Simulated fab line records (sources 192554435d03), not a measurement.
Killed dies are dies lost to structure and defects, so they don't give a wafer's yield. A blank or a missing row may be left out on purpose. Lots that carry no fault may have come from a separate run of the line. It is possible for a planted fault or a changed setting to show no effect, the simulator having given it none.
What tool caused it? ; flow n5_finfet ; 9 lots (27 wafers sampled), 1 step of a 1938-step route

== WHAT THE GAUGES READ, wafer by wafer ==
N5_BEOL_M4_RC_MEAS_101. Usual: DIBL_N 35.9 mV/V, standard deviation 1.3; DIBL_P 35.9 mV/V, standard deviation 1.6; IOFF_N 0.156 nA/um, standard deviation 0.022; IOFF_P 0.205 nA/um, standard deviation 0.023; ION_N 675 uA/um, standard deviation 9; ION_P 463 uA/um, standard deviation 5.6; SS_N 71.4 mV/dec, standard deviation 0.57; SS_P 73.1 mV/dec, standard deviation 0.52; VT_N 249.7 mV, standard deviation 2.8; VT_P -250.2 mV, standard deviation 2.5.
lot;measured;on;DIBL_N (mV/V);DIBL_P (mV/V);IOFF_N (nA/um);IOFF_P (nA/um);ION_N (uA/um);ION_P (uA/um);SS_N (mV/dec);SS_P (mV/dec);VT_N (mV);VT_P (mV);flag
L680;day 8 04:08;prober-02;35.6 35.5 35.9;34.2 34.0 33.5;0.159 0.150 0.156;0.222 0.217 0.207;675 666 667;464 461 457;71.5 72.1 71.5;73.0 72.8 72.6;246.2 250.6 248.4;-248.6 -248.1 -250.1;
L683;day 9 05:26;prober-01;35.5 36.9 37.6;36.9 38.7 39.1;0.157 0.190 0.204;0.188 0.218 0.226;677 691 688;460 466 459;70.8 71.9 72.4;73.3 73.0 73.5;249.9 248.4 246.2;-252.9 -249.9 -252.3;
L687;day 10 06:52;prober-02;37.2 35.3 35.9;36.4 34.1 35.7;0.155 0.128 0.136;0.213 0.190 0.205;672 656 661;463 456 459;72.2 71.9 71.6;73.2 72.2 73.4;249.8 253.4 250.5;-249.4 -249.6 -251.1;
L688;day 10 09:53;prober-01;35.3 35.4 35.5;34.7 34.5 34.6;0.144 0.139 0.142;0.198 0.194 0.196;676 667 668;461 460 455;70.3 70.1 71.1;72.7 73.5 73.1;252.4 251.9 251.9;-253.1 -251.6 -250.6;
L693;day 11 16:08;prober-02;35.0 35.4 34.6;34.1 34.7 34.4;0.152 0.160 0.155;0.185 0.192 0.186;682 683 685;461 458 465;71.5 71.3 71.3;72.6 72.6 72.8;249.4 248.1 248.4;-250.4 -252.3 -250.2;
L697;day 12 19:05;prober-01;36.3 36.8 37.0;38.4 38.6 39.0;0.182 0.172 0.192;0.202 0.191 0.207;691 672 689;465 450 460;71.5 70.8 71.8;73.7 73.3 73.4;248.3 250.8 245.5;-251.0 -254.4 -251.1;
L700;day 13 05:27;prober-02;38.2 37.4 39.1;37.6 36.7 39.4;0.172 0.151 0.197;0.217 0.204 0.249;680 663 679;462 457 463;71.6 71.9 72.1;74.0 73.9 74.4;247.7 251.6 246.0;-248.9 -250.7 -247.2;
L698;day 13 05:36;prober-01;35.7 35.8 34.8;37.2 37.6 36.8;0.150 0.152 0.139;0.185 0.198 0.183;666 665 665;457 459 456;71.5 71.9 71.7;72.9 73.2 72.6;252.0 249.6 252.1;-253.1 -253.4 -254.4;
L702;day 13 10:26;prober-02;38.9 38.1 37.4;38.9 36.9 36.3;0.200 0.182 0.172;0.240 0.209 0.203;683 680 680;463 460 462;71.4 71.7 71.7;74.7 73.5 73.1;246.9 248.8 250.2;-249.0 -250.7 -252.5;

== WHICH TOOL RAN EACH LOT (tool, then ch and the chambers of the sampled wafers, then the start) ==
There is no process step in the record ahead of these readings.

== AS READ BY THE TOOLS THEMSELVES (means over the sampled wafers that have a number; for cases with no such wafer, the mark the record gives instead) ==
The record holds no such reading with a usual standard deviation.

== THE ANSWER, worked out from the rows above alone ==
Rule: take the mean of a lot's wafers that have a number; if it is more than 3 standard deviations from the usual mean, the lot is off. Also off: a lot with no number at a reading for which 4 or more lots have one. The other lots that the step has rows for count as sound. Order of review: gauges by route order, followed by the tools' own readings, for which a lot's mean as printed above is used. The first step at which some lot is off is used, and at that step the reading that is off furthest; a lot without a number counts as furthest.
Nothing can be told from this: no lot is off at any reading shown.

== WHAT THE SIMULATOR HAD INSERTED ==
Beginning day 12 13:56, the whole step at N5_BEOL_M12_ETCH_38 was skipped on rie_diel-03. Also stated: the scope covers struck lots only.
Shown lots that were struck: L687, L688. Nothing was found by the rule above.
